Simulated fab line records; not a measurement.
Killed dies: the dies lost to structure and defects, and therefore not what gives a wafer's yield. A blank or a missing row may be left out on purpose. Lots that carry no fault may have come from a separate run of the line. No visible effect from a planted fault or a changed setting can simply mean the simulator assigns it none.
Split-lot study | flow n5 finfet | 39 wafers read across 7 lots, on a route 1938 steps long

SPLIT DETAILS
At N5_FIN_SAQP_ETCH_65 (etches SiO2 in CF4, target depth 4 nm, time 4.4 s), the setting time s was moved away from the recipe's 4.4 s on 15 of the 39 wafers read, by -52.4% to +50.2%. This setting was run at the recipe's value on the other wafers.

Reading taken at the split's own step.

THE READING
etch.depth nm (the simulator's own value, which no gauge read), in nm, at N5_FIN_SAQP_ETCH_65 (etches SiO2 in CF4, target depth 4 nm, time 4.4 s). There is no usual value for it anywhere in the file. Across the 24 wafers here that went through the recipe, the average is 4.041 nm and the standard deviation 0.1 nm.

wafer  | tool, chamber at the split | time s as run, s | against the recipe | etch.depth nm, nm | against lot-mates on the recipe
L074.1 | rie si-04, 0               | 6.611            | +50.2%             | 5.99              | +1.839
L074.2 | rie si-04, 2               | 4.4              | recipe             | 4.134             | -
L074.3 | rie si-04, 3               | 4.4              | recipe             | 4.152             | -
L074.4 | rie si-04, 1               | 4.4              | recipe             | 4.167             | -
L074.5 | rie si-04, 3               | 6.611            | +50.2%             | 6.265             | +2.114
L074.6 | rie si-04, 0               | 6.611            | +50.2%             | 6.047             | +1.896
L078.1 | rie si-04, 2               | 4.4              | recipe             | 4.052             | -
L078.2 | rie si-04, 3               | 4.4              | recipe             | 4.125             | -
L078.3 | rie si-04, 1               | 4.4              | recipe             | 4.1               | -
L078.4 | rie si-04, 0               | 6.437            | +46.3%             | 5.821             | +1.729
L078.5 | rie si-04, 3               | 6.437            | +46.3%             | 6.065             | +1.973
L078.6 | rie si-04, 0               | 6.437            | +46.3%             | 5.793             | +1.701
L079.1 | rie si-05, 0               | 4.4              | recipe             | 3.991             | -
L079.2 | rie si-05, 1               | 4.4              | recipe             | 4.134             | -
L079.3 | rie si-05, 2               | 4.4              | recipe             | 3.854             | -
L079.4 | rie si-05, 3               | 4.4              | recipe             | 4.051             | -
L079.5 | rie si-05, 2               | 4.4              | recipe             | 3.833             | -
L079.6 | rie si-05, 3               | 4.4              | recipe             | 4.017             | -
L082.2 | rie si-01, 2               | 4.4              | recipe             | 3.993             | -
L082.3 | rie si-01, 1               | 4.4              | recipe             | 3.959             | -
L082.6 | rie si-01, 0               | 4.4              | recipe             | 3.955             | -
L085.1 | rie si-05, 1               | 4.4              | recipe             | 4.207             | -
L085.2 | rie si-05, 2               | 4.4              | recipe             | 3.908             | -
L085.3 | rie si-05, 3               | 5.645            | +28.3%             | 5.219             | +1.182
L085.4 | rie si-05, 0               | 4.4              | recipe             | 3.995             | -
L085.5 | rie si-05, 2               | 5.645            | +28.3%             | 4.949             | +0.912
L085.6 | rie si-05, 3               | 5.645            | +28.3%             | 5.242             | +1.205
L089.1 | rie si-01, 0               | 5.333            | +21.2%             | 4.806             | +0.840
L089.2 | rie si-01, 1               | 5.333            | +21.2%             | 4.785             | +0.819
L089.3 | rie si-01, 2               | 4.4              | recipe             | 3.981             | -
L089.4 | rie si-01, 3               | 4.4              | recipe             | 3.992             | -
L089.5 | rie si-01, 3               | 4.4              | recipe             | 3.924             | -
L089.6 | rie si-01, 2               | 5.333            | +21.2%             | 4.873             | +0.907
L090.1 | rie si-04, 1               | 4.4              | recipe             | 4.134             | -
L090.2 | rie si-04, 3               | 4.4              | recipe             | 4.184             | -
L090.3 | rie si-04, 2               | 2.095            | -52.4%             | 1.955             | -2.195
L090.4 | rie si-04, 0               | 2.095            | -52.4%             | 1.893             | -2.257
L090.5 | rie si-04, 2               | 2.095            | -52.4%             | 1.952             | -2.198
L090.6 | rie si-04, 1               | 4.4              | recipe             | 4.132             | -

FIT RESULTS
A straight line over all 39 wafers: etch.depth nm changes by +0.0401 nm for each +1% of time s; r = +0.99; the points scatter about the line by 0.11 nm.
The same after taking each lot's own level away (the mean of its wafers on the recipe; 39 wafers): +0.0403 nm for each +1%; r = +1.00; scatter 0.093 nm.
On that fit, the largest move of time s shifts the reading by 2.1 nm.
Measured against the standard deviation above, the lots' own levels, which go from 3.9657 to 4.1510 nm, span 1.8 times it.
Hence the lot-to-lot level has little effect on the slope; both slopes agree.
Check: -2.12 nm against its lot-mates is what the line predicts for one of the wafers moved furthest among these (-52.4%) when that wafer is left out of the fit. It came out at -2.19 nm against them.

FILE'S OWN FIT
etch.depth nm changes by +0.04 nm for each +1% of time s, r = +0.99.
